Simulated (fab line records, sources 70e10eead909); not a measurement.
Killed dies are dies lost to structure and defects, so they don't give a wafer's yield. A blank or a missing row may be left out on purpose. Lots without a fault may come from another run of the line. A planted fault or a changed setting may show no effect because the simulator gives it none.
Which tool did it? | flow nand_harc | 13 lots, 39 wafers sampled, at 6 steps of a route of 1159

WHAT THE GAUGES READ, wafer by wafer
NHARC_P_ZERO_WELL_CD_MEAS_37: target cd 720 nm.
lot  | measured    | on        | cd_nm (nm)
L525 | day 1 16:07 | cd_sem-03 | 723.4 720.0 720.2
L526 | day 1 22:06 | cd_sem-02 | 719.7 719.3 721.7
L527 | day 2 04:06 | cd_sem-02 | 718.3 719.2 717.3
L528 | day 2 10:00 | cd_sem-03 | 719.8 717.8 718.2
L530 | day 2 22:10 | cd_sem-03 | 719.9 717.0 719.8
L533 | day 3 16:15 | cd_sem-03 | 718.8 718.7 718.6
L535 | day 4 04:13 | cd_sem-02 | 719.4 718.5 718.6
L537 | day 4 16:14 | cd_sem-03 | 720.1 720.4 718.9
L544 | day 6 10:25 | cd_sem-01 | 718.5 719.8 718.3
L545 | day 6 16:30 | cd_sem-02 | 718.4 718.7 721.7
L546 | day 6 22:16 | cd_sem-02 | 719.7 718.3 718.5
L547 | day 7 04:15 | cd_sem-01 | 719.5 721.6 717.7
L548 | day 7 10:15 | cd_sem-01 | 721.9 720.1 720.2

NHARC_P_GATE_CD_MEAS_59: target cd 720 nm.
lot  | measured     | on        | cd_nm (nm)
L525 | day 5 09:10  | cd_sem-01 | 718.8 719.9 721.0
L526 | day 5 15:54  | cd_sem-02 | 719.7 719.8 719.3
L527 | day 5 15:42  | cd_sem-03 | 718.7 720.0 720.4
L528 | day 6 05:34  | cd_sem-01 | 719.2 719.0 720.7
L530 | day 6 14:01  | cd_sem-01 | 721.4 722.5 722.4
L533 | day 7 12:45  | cd_sem-02 | 740.7 739.8 741.4 740.4 739.6 741.0
L535 | day 8 05:51  | cd_sem-02 | 719.2 720.7 721.3
L537 | day 8 12:55  | cd_sem-02 | 717.1 718.2 719.4
L544 | day 9 20:03  | cd_sem-01 | 720.5 721.0 720.7
L545 | day 10 08:08 | cd_sem-01 | 720.8 720.0 720.2
L546 | day 10 15:32 | cd_sem-01 | 722.9 721.6 721.6
L547 | day 10 15:55 | cd_sem-03 | 719.7 721.6 721.1
L548 | day 10 15:43 | cd_sem-02 | 722.2 721.8 721.2

NHARC_P_CONTACT_OVL_MEAS_13.
lot  | measured     | on         | overlay_x_nm (nm) | overlay_y_nm (nm)
L525 | day 5 15:31  | overlay-01 | 0.9 0.7 0.3       | 0.6 1.2 1.1
L526 | day 5 22:36  | overlay-02 | -0.6 -0.3 -0.2    | -1.5 -0.7 -1.7
L527 | day 5 22:25  | overlay-01 | -1.5 -1.8 -1.8    | 0.7 0.5 0.0
L528 | day 6 12:21  | overlay-02 | 1.0 -0.1 1.2      | -0.2 -1.3 -0.2
L530 | day 6 20:25  | overlay-02 | -0.7 -0.5 -0.9    | -1.1 -1.5 -1.2
L533 | day 8 02:38  | overlay-01 | 1.2 1.2 1.2       | 2.2 1.4 2.5
L535 | day 8 12:17  | overlay-01 | 0.4 -0.7 -0.3     | -0.2 -0.6 -0.4
L537 | day 8 19:26  | overlay-01 | 0.7 1.0 1.3       | 1.9 1.9 1.8
L544 | day 10 02:40 | overlay-01 | -1.4 -0.7 -1.2    | 0.7 0.2 0.4
L545 | day 10 15:13 | overlay-01 | -0.7 -0.8 -0.6    | 0.3 0.3 -0.1
L546 | day 10 21:47 | overlay-02 | -1.3 -1.8 -2.1    | 0.2 -0.3 0.0
L547 | day 10 23:14 | overlay-01 | -1.0 -0.7 -1.1    | 0.1 0.7 0.7
L548 | day 10 22:12 | overlay-01 | 2.1 2.1 2.3       | -0.1 -0.1 -0.2

NHARC_END_SORT_01.
lot  | measured     | on        | killed_at_array | killed_at_other | killed_at_periphery | killed_dies | killed_open | killed_short
L533 | day 22 13:37 | prober-01 | 37 27           | 1 0             | 1 3                 | 39 30       | 6 3         | 4 1

WHICH TOOL RAN EACH LOT (tool, then ch and the chambers of the sampled wafers, then the start)
lot  | NHARC_P_GATE_EXPOSE_56            | NHARC_P_CONTACT_DEP_00
L525 | krf_scanner-04 ch 0, day 5 09:01  | pecvd-03 ch 1,2, day 5 15:31 or earlier
L526 | krf_scanner-04 ch 0, day 5 15:44  | pecvd-02 ch 0,1,2, day 5 22:36 or earlier
L527 | krf_scanner-01 ch 0, day 5 15:33  | pecvd-01 ch 0,2, day 5 22:25 or earlier
L528 | krf_scanner-03 ch 0, day 6 05:25  | pecvd-01 ch 0,1, day 6 10:48
L530 | krf_scanner-04 ch 0, day 6 13:52  | pecvd-03 ch 0,1,2, day 6 20:25 or earlier
L533 | krf_scanner-04 ch 0, day 7 12:36  | pecvd-03 ch 0,2, day 8 02:38 or earlier
L535 | krf_scanner-04 ch 0, day 8 05:41  | pecvd-02 ch 1,2, day 8 12:17 or earlier
L537 | krf_scanner-04 ch 0, day 8 12:46  | pecvd-02 ch 0,1, day 8 19:26 or earlier
L544 | krf_scanner-03 ch 0, day 9 19:53  | pecvd-02 ch 0,1,2, day 10 02:40 or earlier
L545 | krf_scanner-03 ch 0, day 10 07:58 | pecvd-03 ch 0,1,2, day 10 15:13 or earlier
L546 | krf_scanner-01 ch 0, day 10 15:23 | pecvd-02 ch 0,1,2, day 10 21:47 or earlier
L547 | krf_scanner-01 ch 0, day 10 15:46 | pecvd-03 ch 0,2, day 10 21:43
L548 | krf_scanner-04 ch 0, day 10 15:34 | pecvd-01 ch 0,1, day 10 22:12 or earlier
- NHARC_P_GATE_EXPOSE_56: exposes mask P PSD, target cd 720 nm.
- NHARC_P_CONTACT_DEP_00: deposits SiO2, target thk 500 nm.

WHAT THE TOOLS THEMSELVES READ (means of the sampled wafers that have a number; where no wafer has one, the mark that the record gives instead)
NHARC_P_GATE_EXPOSE_56.
lot  | tool           | exposure_dose_mJ_cm2
L525 | krf_scanner-04 | 14.803
L526 | krf_scanner-04 | 14.804
L527 | krf_scanner-01 | 14.823
L528 | krf_scanner-03 | 14.814
L530 | krf_scanner-04 | 14.805
L533 | krf_scanner-04 | 14.807
L535 | krf_scanner-04 | 14.810
L537 | krf_scanner-04 | 14.819
L544 | krf_scanner-03 | 14.805
L545 | krf_scanner-03 | 14.813
L546 | krf_scanner-01 | 14.834
L547 | krf_scanner-01 | 14.819
L548 | krf_scanner-04 | 14.801

NHARC_P_CONTACT_DEP_00.
lot  | tool     | heater_power_outer_w (W) | heater_power_w (W) | throttle_valve_pct (%)
L525 | pecvd-03 | 373                      | 658                | 15.9
L526 | pecvd-02 | 277                      | 487                | 16.0
L527 | pecvd-01 | 367                      | 549                | 16.1
L528 | pecvd-01 | 349                      | 615                | 15.5
L530 | pecvd-03 | 365                      | 637                | 15.7
L533 | pecvd-03 | 432                      | 708                | 16.3
L535 | pecvd-02 | 285                      | 522                | 15.5
L537 | pecvd-02 | 319                      | 533                | 16.3
L544 | pecvd-02 | 306                      | 535                | 15.9
L545 | pecvd-03 | 356                      | 608                | 16.1
L546 | pecvd-02 | 319                      | 551                | 15.9
L547 | pecvd-03 | 408                      | 674                | 16.3
L548 | pecvd-01 | 369                      | 618                | 16.1

THE ANSWER, worked out from the rows above alone
Rule: what is usual is taken from the lots themselves. Put in order of their means at a reading, lots are off if they are a third of the lots or fewer, leave a main group of 4 or more, and stand apart from it by a gap of 3 or more times the standard deviation of the main group's means; of several such gaps the widest counts. A main group whose means are all the same, to the digits that the tables above print for the reading, isn't used. A lot without any number at a reading at which 4 lots or more have one is off too. The other lots that the step has rows for count as sound. The gauges are gone through in route order, then the tools' own readings, and for those a lot's mean is taken as printed above. The first step at which some lot is off is used, and at that step the reading that is off furthest; a lot without a number counts as furthest.
Off: L533, at NHARC_P_GATE_CD_MEAS_59 (cd_nm). The main group: mean 720.4 nm, standard deviation 1.1.
A tool fits if, at a process step before that reading, it ran every lot that is off, and no sound lot after the first of them. The gauges at NHARC_P_GATE_CD_MEAS_59 are tried like those tools. None of those tried fits.

WHAT THE SIMULATOR HAD PUT IN
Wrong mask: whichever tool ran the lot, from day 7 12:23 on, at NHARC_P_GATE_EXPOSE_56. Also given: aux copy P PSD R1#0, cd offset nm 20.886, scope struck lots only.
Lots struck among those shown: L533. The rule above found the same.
